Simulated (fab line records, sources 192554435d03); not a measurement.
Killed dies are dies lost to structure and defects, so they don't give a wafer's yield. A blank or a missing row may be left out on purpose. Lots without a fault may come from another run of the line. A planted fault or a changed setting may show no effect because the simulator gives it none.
Problem report in the 8D (eight disciplines) form, filled by code | flow n5_finfet | the parts of the form that need people (team, actions taken, sign-off) are left out

1. THE PROBLEM
cd_nm at N5_BEOL_M3_CD_MEAS_11 reads a mean of 13.77 nm on 6 wafers of 2 lots; wafers without a fault read 16.96 nm with a standard deviation of 0.24. That is -13 standard deviations from the usual mean.
The step: target cd 17.05 nm.
First seen on wafer L816.2, day 8 08:07, on cd_sem-01. The record holds 26 wafers of 9 lots with a number at this step. Rule for "out", or "out of limits": more than 4 standard deviations from the usual mean. The other wafers with a number count as sound.

2. WHAT IT IS AND WHAT IT IS NOT
question                    | is                     | is not
which readings at this step | cd_nm                  | -
which lots                  | L816, L817             | L812, L813, L815, L826, L831, L832, L833
which wafers of those lots  | all that have a number | -
read on which gauges        | cd_sem-01, cd_sem-03   | -
when                        | from day 8 08:07       | up to then (9 sound wafers); but 11 sound wafers of L826, L831, L832, L833 came after

3. SUSPECTS, AND WHAT RULES EACH OUT
Counting: a tool at a process step up to the reading stays a suspect if it ran every lot that is out and no sound lot after the first of them.
- the gauge at N5_BEOL_M3_CD_MEAS_11: ruled out. The wafers that are out were read on 2 gauges (cd_sem-01, cd_sem-03).
- pvd_sputter-03 at N5_BEOL_M2_SPUTTER_94 (material Cu, target thk 4.5 nm, time 8.29 s): ruled out as a lasting fault. Sound lots L831 ran on it after its first lot that is out, L816 (day 8 05:36).
- euv_scanner-01 at N5_BEOL_M3_EXPOSE_08 (exposes mask M3): kept. It ran every lot that is out, first L816 (day 8 08:00), and no sound lot after that; its last sound lot up to then is L815 (day 8 05:08). Its own readings are out on those wafers: exposure_dose_mJ_cm2.
Left after counting: euv_scanner-01 at N5_BEOL_M3_EXPOSE_08.

4. THE CAUSE (what the simulator had put in)
Process parameter drift: euv_scanner-01, from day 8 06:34 on, at N5_BEOL_M3_EXPOSE_08. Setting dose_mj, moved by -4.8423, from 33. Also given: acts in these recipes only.
Counting left only this tool.

5. THE CHAIN OF EFFECTS, in route order
Each row: a reading whose mean over the struck wafers that have a number lies more than 3 standard deviations from the usual. Only readings for which the record gives a usual standard deviation are gone through. hours: the time from each lot's start at the first step in this table that gives one to its start at this step, as a median over the lots. sigmas: the change in usual standard deviations.
hours | step                    | reading              | usual    | on struck wafers | change | sigmas
0     | N5_BEOL_M3_EXPOSE_08    | exposure_dose_mJ_cm2 | 32.95    | 28.63            | -4.32  | -99 or more
0     | N5_BEOL_M3_CD_MEAS_11   | cd_nm                | 16.96 nm | 13.77            | -3.19  | -13
1     | N5_BEOL_M3_CD_MEAS_18   | cd_nm                | 17.9 nm  | 14.7             | -3.2   | -8.9
132   | N5_PASSIVATION_PROBE_49 | defect_limited_yield | 91.5 %   | 0.0              | -91.5  | -57
132   | N5_PASSIVATION_PROBE_49 | killed_at_M0_to_M3   | 33       | 1113             | +1080  | +99 or more
132   | N5_PASSIVATION_PROBE_49 | killed_dies          | 101      | 1180             | +1079  | +57
132   | N5_PASSIVATION_PROBE_49 | killed_on_rim        | 13       | 152              | +139   | +35
132   | N5_PASSIVATION_PROBE_49 | sort_n_pass          | 1079     | 0                | -1079  | -57
132   | N5_PASSIVATION_PROBE_49 | sort_yield_pct       | 91.5 %   | 0.0              | -91.5  | -57
The process steps in it:
- N5_BEOL_M3_EXPOSE_08: exposes mask M3.
- N5_PASSIVATION_PROBE_49

6. WHAT WOULD HAVE CAUGHT IT SOONER
In this record the first reading out of limits at a measuring or inspecting step was taken at day 8 08:07, 2 hours after the fault began at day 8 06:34.
The tool's own readings at N5_BEOL_M3_EXPOSE_08 were out on every struck wafer that the step has a row for (exposure_dose_mJ_cm2): an alarm limit on them would have fired on the first of those.
Of the lots that are out (2), L817 began N5_BEOL_M3_EXPOSE_08 on euv_scanner-01 after day 8 08:07. A hold on the tool at that time would have spared it.
